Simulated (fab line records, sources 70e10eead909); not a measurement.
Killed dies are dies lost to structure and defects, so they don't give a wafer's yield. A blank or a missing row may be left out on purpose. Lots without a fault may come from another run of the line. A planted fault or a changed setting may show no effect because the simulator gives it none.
Problem report in the 8D (eight disciplines) form, filled by code | flow nand_harc | the parts of the form that need people (team, actions taken, sign-off) are left out

1. THE PROBLEM
thk_nm at NHARC_A_ONON_D2_THK_MEAS_21 reads a mean of 1076 nm on 2 wafers of 2 lots; wafers without a fault read 1000 nm with a standard deviation of 10. That is +7.6 standard deviations from the usual mean.
The step: measures by ellipsometry.
First seen on wafer L669.4, day 19 06:45, on film_metro-02. The record holds 41 wafers of 14 lots with a number at this step. Rule for "out", or "out of limits": more than 4 standard deviations from the usual mean. The other wafers with a number count as sound.

2. WHAT IT IS AND WHAT IT IS NOT
question                    | is                           | is not
which readings at this step | thk_nm                       | -
which lots                  | L669, L671                   | L654, L655, L656, L658, L659, L660, L661, L662, L672, L673, L675, L676
which wafers of those lots  | L669.4, L671.4               | L669.1, L669.5, L671.5
read on which gauges        | film_metro-01, film_metro-02 | -
when                        | from day 19 06:45            | up to then (26 sound wafers); but 13 sound wafers of L671, L672, L673, L675, L676 came after

3. SUSPECTS, AND WHAT RULES EACH OUT
Counting: a tool at a process step up to the reading stays a suspect if it ran every lot that is out. Sound lots after the first of them don't rule it out here, since some wafers of a struck lot are sound.
- the gauge at NHARC_A_ONON_D2_THK_MEAS_21: ruled out. The wafers that are out were read on 2 gauges (film_metro-01, film_metro-02).
- ald_sin_batch-03 at NHARC_A_CHANNEL_FILL_D1_ALD_15 (deposits SiNx, target thk 2 nm, pulse time 60 s, ald cycles 19): kept. It ran every lot that is out, first L669 (day 18 19:11); its last sound lot up to then is L662 (day 15 14:40). NHARC_A_CHANNEL_FILL_D1_ALD_15 gives no start for some lots, so the hours and the order of its lots are those of NHARC_A_DECK1_JOINT_CMP_02.
- pecvd_onon-04 at NHARC_A_ONON_D2_DEP_19 (target thk 1000 nm): kept. It ran every lot that is out, first L669 (day 19 06:14); its last sound lot up to then is L662 (day 16 02:13).
Left after counting: ald_sin_batch-03 at NHARC_A_CHANNEL_FILL_D1_ALD_15, pecvd_onon-04 at NHARC_A_ONON_D2_DEP_19.

4. THE CAUSE (what the simulator had put in)
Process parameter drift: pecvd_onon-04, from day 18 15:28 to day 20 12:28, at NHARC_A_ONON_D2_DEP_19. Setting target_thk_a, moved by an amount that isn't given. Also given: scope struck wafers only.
Counting left 2 suspects, and this tool is among them.

5. THE CHAIN OF EFFECTS, in route order
Each row: a reading whose mean over the struck wafers that have a number lies more than 3 standard deviations from the usual. Only readings for which the record gives a usual standard deviation are gone through. hours: the time from each lot's start at the first step in this table that gives one to its start at this step, as a median over the lots. sigmas: the change in usual standard deviations.
hours | step                        | reading | usual   | on struck wafers | change | sigmas
0     | NHARC_A_ONON_D2_THK_MEAS_21 | thk_nm  | 1000 nm | 1076             | +76    | +7.6
Later measuring or inspecting steps at which every struck wafer that the step has a row for has a number for every such reading, and none has moved that far: NHARC_A_ONON_D2_THK_MEAS_27.

6. WHAT WOULD HAVE CAUGHT IT SOONER
In this record the first reading out of limits at a measuring or inspecting step was taken at day 19 06:45, 15 hours after the fault began at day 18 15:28.
Of the lots that are out (2), L671 began NHARC_A_ONON_D2_DEP_19 on pecvd_onon-04 after day 19 06:45. A hold on the tool at that time would have spared it.
